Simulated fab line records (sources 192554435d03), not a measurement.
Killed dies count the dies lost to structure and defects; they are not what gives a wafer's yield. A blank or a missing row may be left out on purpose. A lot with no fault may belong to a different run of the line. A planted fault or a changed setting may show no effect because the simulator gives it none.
Chamber matching || flow n5-finfet || 4 sister chambers for N5_BEOL_M6_STRIP_36 on rie-diel-01
The step strips in N2/H2. 4 wafers are shown with their chamber, then 8 later ones without.

WAFERS WITH THEIR CHAMBER
{"wafer": "L080.4", "chamber": 2, "showerhead-plenum-p-Torr (Torr)": 2.69}
{"wafer": "L082.3", "chamber": 1, "showerhead-plenum-p-Torr (Torr)": 2.44}
{"wafer": "L083.1", "chamber": 0, "showerhead-plenum-p-Torr (Torr)": 2.59}
{"wafer": "L086.1", "chamber": 3, "showerhead-plenum-p-Torr (Torr)": 2.66}

WAFERS WITH NO CHAMBER GIVEN
{"wafer": "L086.3", "showerhead-plenum-p-Torr (Torr)": 2.59}
{"wafer": "L086.4", "showerhead-plenum-p-Torr (Torr)": 2.68}
{"wafer": "L092.1", "showerhead-plenum-p-Torr (Torr)": 2.65}
{"wafer": "L092.3", "showerhead-plenum-p-Torr (Torr)": 2.58}
{"wafer": "L092.6", "showerhead-plenum-p-Torr (Torr)": 2.58}
{"wafer": "L096.1", "showerhead-plenum-p-Torr (Torr)": 2.65}
{"wafer": "L096.3", "showerhead-plenum-p-Torr (Torr)": 2.42}
{"wafer": "L096.5", "showerhead-plenum-p-Torr (Torr)": 2.65}

WHICH CHAMBER EACH ONE RAN IN
{"wafer": "L086.3", "from the rows above": 0, "in truth": 0}
{"wafer": "L086.4", "from the rows above": "can't be placed: 2 or 3", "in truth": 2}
{"wafer": "L092.1", "from the rows above": 3, "in truth": 3}
{"wafer": "L092.3", "from the rows above": 0, "in truth": 0}
{"wafer": "L092.6", "from the rows above": 0, "in truth": 0}
{"wafer": "L096.1", "from the rows above": 3, "in truth": 3}
{"wafer": "L096.3", "from the rows above": 1, "in truth": 1}
{"wafer": "L096.5", "from the rows above": 3, "in truth": 3}
7 of 8 placed correctly. Can't be placed from these rows: 1 (the true chamber is among the candidates in 1). Placed wrongly: 0.
How it was worked out, from the rows above alone: a wafer's distance from a chamber is the root of the sum, over the readings, of the square of ((its reading less the chamber's mean) divided by the reading's scatter). If the next closest chamber is less than 2 further off than the closest, the wafer can't be placed; otherwise it belongs to the closest. Each chamber's mean is taken over the wafers shown for it. The scatter: with one shown wafer a chamber, the root of the mean of the squares of how far each hidden wafer lies from its nearest shown one.
